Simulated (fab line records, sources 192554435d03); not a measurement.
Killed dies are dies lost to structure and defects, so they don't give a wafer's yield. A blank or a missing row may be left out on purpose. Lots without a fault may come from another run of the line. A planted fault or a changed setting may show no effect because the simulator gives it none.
Which tool did it? | flow n5_finfet | 24 lots, 72 wafers sampled, at 4 steps of a route of 1938

WHAT THE GAUGES READ, wafer by wafer
N5_BEOL_M11_CD_MEAS_28: target cd 70 nm. Usual: cd_nm 70.3 nm, standard deviation 1.2.
lot  | measured     | on        | cd_nm (nm)     | flag
L074 | day 10 03:17 | cd_sem-03 | 70.2 70.4 71.5 |
L075 | day 10 03:27 | cd_sem-03 | 70.4 72.0 72.1 |
L076 | day 10 17:54 | cd_sem-02 | 72.1 70.8 70.5 |
L077 | day 11 00:07 | cd_sem-02 | 69.4 70.4 67.8 |
L078 | day 11 02:18 | cd_sem-01 | 69.9 68.3 68.9 |
L079 | day 11 03:49 | cd_sem-02 | 69.2 67.8 69.6 |
L080 | day 11 17:37 | cd_sem-02 | 70.9 72.0 70.1 |
L081 | day 12 05:05 | cd_sem-02 | 71.0 68.9 70.3 |
L083 | day 12 06:09 | cd_sem-01 | 71.2 71.2 72.2 |
L082 | day 12 17:20 | cd_sem-02 | 69.8 70.4 70.4 |
L084 | day 12 17:30 | cd_sem-01 | 72.3 69.6 73.1 |
L086 | day 13 13:19 | cd_sem-03 | 71.3 70.7 72.2 |
L085 | day 13 15:38 | cd_sem-01 | 71.2 71.4 68.8 |
L087 | day 13 15:48 | cd_sem-03 | 70.3 71.8 69.9 |
L089 | day 14 20:05 | cd_sem-02 | 71.2 70.0 71.1 |
L088 | day 14 20:16 | cd_sem-03 | 69.7 70.4 70.2 |
L090 | day 14 20:26 | cd_sem-02 | 69.3 70.4 70.4 |
L091 | day 15 03:01 | cd_sem-02 | 69.6 68.6 68.2 |
L093 | day 15 08:16 | cd_sem-03 | 70.0 70.2 68.9 |
L094 | day 16 00:42 | cd_sem-02 | 69.2 69.2 68.6 |
L092 | day 16 00:56 | cd_sem-02 | 70.1 71.9 72.0 |
L095 | day 16 10:51 | cd_sem-01 | 69.2 70.5 69.0 |
L096 | day 16 17:13 | cd_sem-01 | 68.7 68.8 70.2 |
L097 | day 17 07:18 | cd_sem-03 | 71.9 70.2 70.1 |

N5_BEOL_M11_OCD_MEAS_38. Usual: trench_depth_nm 149.1 nm, standard deviation 3.
lot  | measured     | on     | trench_depth_nm (nm) | flag
L074 | day 10 03:53 | ocd-02 | 151.0 148.3 147.6    |
L075 | day 10 04:21 | ocd-01 | 146.7 149.2 147.2    |
L076 | day 10 18:29 | ocd-01 | 149.7 151.0 153.9    |
L077 | day 11 00:45 | ocd-01 | 150.8 150.1 150.7    |
L078 | day 11 02:53 | ocd-02 | 152.5 147.8 147.9    |
L079 | day 11 04:49 | ocd-01 | 148.9 146.5 147.8    |
L080 | day 11 18:11 | ocd-01 | 146.4 145.2 148.3    |
L081 | day 12 05:40 | ocd-01 | 154.5 151.0 148.7    |
L083 | day 12 06:45 | ocd-02 | 146.8 148.6 144.9    |
L082 | day 12 18:09 | ocd-02 | 147.1 143.9 148.2    |
L084 | day 12 18:23 | ocd-01 | 150.1 155.0 149.1    |
L086 | day 13 13:53 | ocd-02 | 149.0 146.9 145.7    |
L085 | day 13 16:18 | ocd-01 | 142.0 141.6 145.3    |
L087 | day 13 16:28 | ocd-02 | 153.3 147.5 147.9    |
L089 | day 14 20:40 | ocd-02 | 148.2 150.0 147.7    |
L088 | day 14 21:18 | ocd-02 | 144.0 145.2 148.0    |
L090 | day 14 21:24 | ocd-01 | 154.0 152.2 153.0    |
L091 | day 15 03:39 | ocd-01 | 149.3 150.5 151.4    |
L093 | day 15 08:51 | ocd-02 | 153.1 151.1 152.5    |
L094 | day 16 01:17 | ocd-01 | 153.0 150.6 151.9    |
L092 | day 16 02:09 | ocd-02 | 151.2 151.6 151.4    |
L095 | day 16 11:26 | ocd-01 | 148.7 152.3 151.4    |
L096 | day 16 17:50 | ocd-01 | 149.7 145.7 150.4    |
L097 | day 17 07:53 | ocd-01 | 153.0 153.4 146.3    |

N5_BEOL_M11_INSPECT_58: inspects for defects (darkfield). Usual: raw_defect_count 72, standard deviation 21.
lot  | measured     | on                | raw_defect_count | flag
L074 | day 10 06:29 | defect_inspect-01 | 84 65 68         |
L075 | day 10 07:32 | defect_inspect-02 | 93 83 65         |
L076 | day 10 20:40 | defect_inspect-02 | 49 55 44         |
L077 | day 11 03:15 | defect_inspect-01 | 70 60 82         |
L078 | day 11 05:35 | defect_inspect-02 | 74 81 67         |
L079 | day 11 08:10 | defect_inspect-01 | 62 64 76         |
L080 | day 11 22:15 | defect_inspect-02 | 30 43 43         |
L081 | day 12 08:39 | defect_inspect-01 | 53 64 57         |
L083 | day 12 09:38 | defect_inspect-02 | 82 40 54         |
L082 | day 12 21:06 | defect_inspect-02 | 34 81 71         |
L084 | day 12 21:55 | defect_inspect-02 | 85 128 106       |
L086 | day 13 17:16 | defect_inspect-02 | 79 35 52         |
L085 | day 13 18:38 | defect_inspect-02 | 65 69 71         |
L087 | day 13 19:27 | defect_inspect-02 | 80 57 59         |
L089 | day 14 22:53 | defect_inspect-02 | 61 58 73         |
L088 | day 15 01:14 | defect_inspect-02 | 90 62 76         |
L090 | day 15 01:46 | defect_inspect-01 | 100 66 71        |
L091 | day 15 07:12 | defect_inspect-02 | 46 54 59         |
L093 | day 15 11:13 | defect_inspect-02 | 103 68 106       |
L094 | day 16 03:40 | defect_inspect-02 | 71 46 53         |
L092 | day 16 04:46 | defect_inspect-02 | 64 58 69         |
L095 | day 16 13:39 | defect_inspect-02 | 108 112 45       |
L096 | day 16 21:42 | defect_inspect-01 | 57 92 127        |
L097 | day 17 11:03 | defect_inspect-02 | 101 50 76        |

N5_BEOL_M12_INSPECT_12: inspects for defects (macro). Usual: raw_defect_count 2.0, standard deviation 1.5.
lot  | measured     | on                | raw_defect_count | flag
L074 | day 10 07:01 | defect_inspect-02 | 2 1 2            |
L075 | day 10 08:11 | defect_inspect-02 | 4 1 1            |
L076 | day 10 21:12 | defect_inspect-02 | 0 2 0            |
L077 | day 11 03:46 | defect_inspect-01 | 3 1 2            |
L078 | day 11 06:06 | defect_inspect-01 | 0 2 4            |
L079 | day 11 08:41 | defect_inspect-01 | 2 1 3            |
L080 | day 11 22:47 | defect_inspect-01 | 3 2 2            |
L081 | day 12 09:18 | defect_inspect-02 | 0 0 3            |
L083 | day 12 10:10 | defect_inspect-02 | 0 2 0            |
L082 | day 12 21:39 | defect_inspect-02 | 4 1 2            |
L084 | day 12 22:27 | defect_inspect-02 | 2 1 3            |
L086 | day 13 17:47 | defect_inspect-02 | 0 0 4            |
L085 | day 13 19:18 | defect_inspect-01 | 0 2 2            |
L087 | day 13 20:06 | defect_inspect-02 | 2 4 1            |
L089 | day 14 23:32 | defect_inspect-02 | 1 7 0            |
L088 | day 15 01:46 | defect_inspect-02 | 1 2 0            |
L090 | day 15 02:21 | defect_inspect-01 | 0 2 1            |
L091 | day 15 07:56 | defect_inspect-02 | 1 5 5            |
L093 | day 15 11:52 | defect_inspect-01 | 3 2 2            |
L094 | day 16 04:11 | defect_inspect-01 | 0 2 1            |
L092 | day 16 05:25 | defect_inspect-01 | 2 4 3            |
L095 | day 16 14:18 | defect_inspect-02 | 1 3 0            |
L096 | day 16 22:22 | defect_inspect-02 | 1 4 5            |
L097 | day 17 11:35 | defect_inspect-01 | 4 1 3            |

WHICH TOOL RAN EACH LOT (tool, then ch and the chambers of the sampled wafers, then the start)
The record holds no process step before these readings.

WHAT THE TOOLS THEMSELVES READ (means of the sampled wafers that have a number; where no wafer has one, the mark that the record gives instead)
The record holds no such reading with a usual standard deviation.

THE ANSWER, worked out from the rows above alone
Rule: a lot is off if the mean of its wafers that have a number lies more than 3 standard deviations from the usual mean. A lot without any number at a reading at which 4 lots or more have one is off too. The other lots that the step has rows for count as sound. The gauges are gone through in route order, then the tools' own readings, and for those a lot's mean is taken as printed above. The first step at which some lot is off is used, and at that step the reading that is off furthest; a lot without a number counts as furthest.
No lot is off at any reading shown: from this, nothing can be told.

WHAT THE SIMULATOR HAD PUT IN
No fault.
